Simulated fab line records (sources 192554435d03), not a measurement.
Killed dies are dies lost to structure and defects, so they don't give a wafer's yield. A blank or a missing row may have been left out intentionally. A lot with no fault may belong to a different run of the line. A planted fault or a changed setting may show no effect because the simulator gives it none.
Chamber matching || flow n5-finfet || N5_BEOL_M9_PECVD_70 on pecvd-02: 3 sister chambers
The step deposits SiO2 from TEOS/O2, target thk 20 nm, time 22.7 s. 6 wafers are shown with their chamber, then 12 later ones without.

## WAFERS WITH THEIR CHAMBER
{"wafer": "L090.5", "chamber": 0, "throttle-valve-pct (%)": 22.9, "showerhead-plenum-p-Torr (Torr)": 8.81}
{"wafer": "L097.4", "chamber": 2, "throttle-valve-pct (%)": 22.3, "showerhead-plenum-p-Torr (Torr)": 8.71}
{"wafer": "L097.5", "chamber": 1, "throttle-valve-pct (%)": 21.9, "showerhead-plenum-p-Torr (Torr)": 8.79}
{"wafer": "L091.1", "chamber": 2, "throttle-valve-pct (%)": 22.4, "showerhead-plenum-p-Torr (Torr)": 8.73}
{"wafer": "L091.2", "chamber": 1, "throttle-valve-pct (%)": 21.7, "showerhead-plenum-p-Torr (Torr)": 8.76}
{"wafer": "L091.3", "chamber": 0, "throttle-valve-pct (%)": 23.0, "showerhead-plenum-p-Torr (Torr)": 8.79}

## WAFERS MISSING THEIR CHAMBER
{"wafer": "L092.1", "throttle-valve-pct (%)": 21.8, "showerhead-plenum-p-Torr (Torr)": 8.76}
{"wafer": "L092.2", "throttle-valve-pct (%)": 22.1, "showerhead-plenum-p-Torr (Torr)": 8.70}
{"wafer": "L092.3", "throttle-valve-pct (%)": 22.8, "showerhead-plenum-p-Torr (Torr)": 8.79}
{"wafer": "L092.4", "throttle-valve-pct (%)": 22.9, "showerhead-plenum-p-Torr (Torr)": 8.82}
{"wafer": "L092.5", "throttle-valve-pct (%)": 21.9, "showerhead-plenum-p-Torr (Torr)": 8.80}
{"wafer": "L092.6", "throttle-valve-pct (%)": 22.4, "showerhead-plenum-p-Torr (Torr)": 8.73}
{"wafer": "L094.1", "throttle-valve-pct (%)": 22.7, "showerhead-plenum-p-Torr (Torr)": 8.73}
{"wafer": "L094.5", "throttle-valve-pct (%)": 21.9, "showerhead-plenum-p-Torr (Torr)": 8.78}
{"wafer": "L094.6", "throttle-valve-pct (%)": 22.2, "showerhead-plenum-p-Torr (Torr)": 8.73}
{"wafer": "L082.1", "throttle-valve-pct (%)": 22.4, "showerhead-plenum-p-Torr (Torr)": 8.73}
{"wafer": "L082.3", "throttle-valve-pct (%)": 21.9, "showerhead-plenum-p-Torr (Torr)": 8.77}
{"wafer": "L082.6", "throttle-valve-pct (%)": 21.6, "showerhead-plenum-p-Torr (Torr)": 8.75}

## WHICH CHAMBER EACH WENT THROUGH
{"wafer": "L092.1", "from the rows above": 1, "in truth": 1}
{"wafer": "L092.2", "from the rows above": 2, "in truth": 2}
{"wafer": "L092.3", "from the rows above": 0, "in truth": 0}
{"wafer": "L092.4", "from the rows above": 0, "in truth": 0}
{"wafer": "L092.5", "from the rows above": 1, "in truth": 1}
{"wafer": "L092.6", "from the rows above": 2, "in truth": 2}
{"wafer": "L094.1", "from the rows above": "can't be placed: 2 or 0", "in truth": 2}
{"wafer": "L094.5", "from the rows above": 1, "in truth": 1}
{"wafer": "L094.6", "from the rows above": 2, "in truth": 2}
{"wafer": "L082.1", "from the rows above": 2, "in truth": 2}
{"wafer": "L082.3", "from the rows above": 1, "in truth": 1}
{"wafer": "L082.6", "from the rows above": 1, "in truth": 1}
Correctly placed: 11 of 12. Not placeable from these rows: 1 (in 1, the candidates include the true chamber). 0 placed wrongly.
How it was worked out, from the rows above alone: a wafer's distance from a chamber is the root of the sum, over the readings, of the square of ((its reading less the chamber's mean) divided by the reading's scatter). If the next closest chamber is less than 2 further off than the closest, the wafer can't be placed; otherwise it belongs to the closest. For every chamber, the mean is computed from those of its wafers that are shown. How the scatter is found: for the shown wafers, subtract from each reading the mean of its chamber, square and add these, divide the total by (wafers less chambers), then take the root.
